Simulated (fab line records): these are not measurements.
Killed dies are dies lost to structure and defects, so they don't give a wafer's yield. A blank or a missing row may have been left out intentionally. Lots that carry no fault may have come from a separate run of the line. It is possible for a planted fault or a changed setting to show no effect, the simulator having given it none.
Chamber matching    flow nand-harc    NHARC_THIN_TSV_DEP_47 on pecvd-01: 3 sister chambers
The step deposits SiO2, target thk 200 nm. 20 wafers are shown with their chamber, then 10 later ones without.

WAFERS, EACH WITH ITS CHAMBER
wafer   chamber  throttle-valve-pct (%)  chamber-pressure-Torr (Torr)
L074.1  0        15.6                    6.482
L074.2  1        16.3                    6.493
L074.3  1        16.2                    6.500
L078.3  2        14.2                    6.489
L078.4  1        16.1                    6.509
L078.6  0        15.7                    6.496
L080.3  2        14.7                    6.489
L080.4  2        14.5                    6.472
L080.5  0        15.5                    6.515
L079.1  1        16.5                    6.497
L079.4  1        16.3                    6.514
L079.5  2        14.8                    6.520
L082.2  0        15.7                    6.481
L082.4  2        14.5                    6.513
L082.5  0        15.4                    6.480
L087.1  0        15.7                    6.531
L087.3  1        16.5                    6.517
L087.4  1        15.8                    6.505
L094.2  2        14.8                    6.496
L094.4  0        15.6                    6.484

SIGNATURES, as means of the wafers listed above
reading                chamber 0  chamber 1  chamber 2  scatter within a chamber
throttle-valve-pct     15.600     16.243     14.583     0.204
chamber-pressure-Torr  6.49557    6.50500    6.49650    0.0161
Rule: a wafer lies at a distance from a chamber equal to the root of the sum of squares, over the readings, of (its reading less the chamber's mean, divided by the reading's scatter). If the next closest chamber is less than 2 further off than the closest, the wafer can't be placed; otherwise it belongs to the closest. The scatter: the root of (the sum of the squares of (reading less its chamber's mean) over the shown wafers, divided by (wafers less chambers)).

WAFERS MISSING THEIR CHAMBER
wafer   throttle-valve-pct (%)  chamber-pressure-Torr (Torr)
L094.6  14.7                    6.497
L093.1  16.3                    6.520
L093.3  14.6                    6.514
L093.5  15.7                    6.516
L092.1  14.8                    6.485
L092.2  15.7                    6.475
L092.4  15.5                    6.486
L097.2  14.9                    6.519
L097.3  16.5                    6.503
L097.4  15.4                    6.524

THE CHAMBER EACH PASSED THROUGH
wafer   from the rows above      in truth
L094.6  2                        2
L093.1  1                        1
L093.3  2                        2
L093.5  can't be placed: 0 or 1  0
L092.1  2                        2
L092.2  can't be placed: 0 or 1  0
L092.4  0                        0
L097.2  can't be placed: 2 or 0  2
L097.3  1                        1
L097.4  0                        0
Correctly placed: 7 of 10. Can't be placed from these rows: 3 (the true chamber is among the candidates in 3). Placed wrongly: 0.
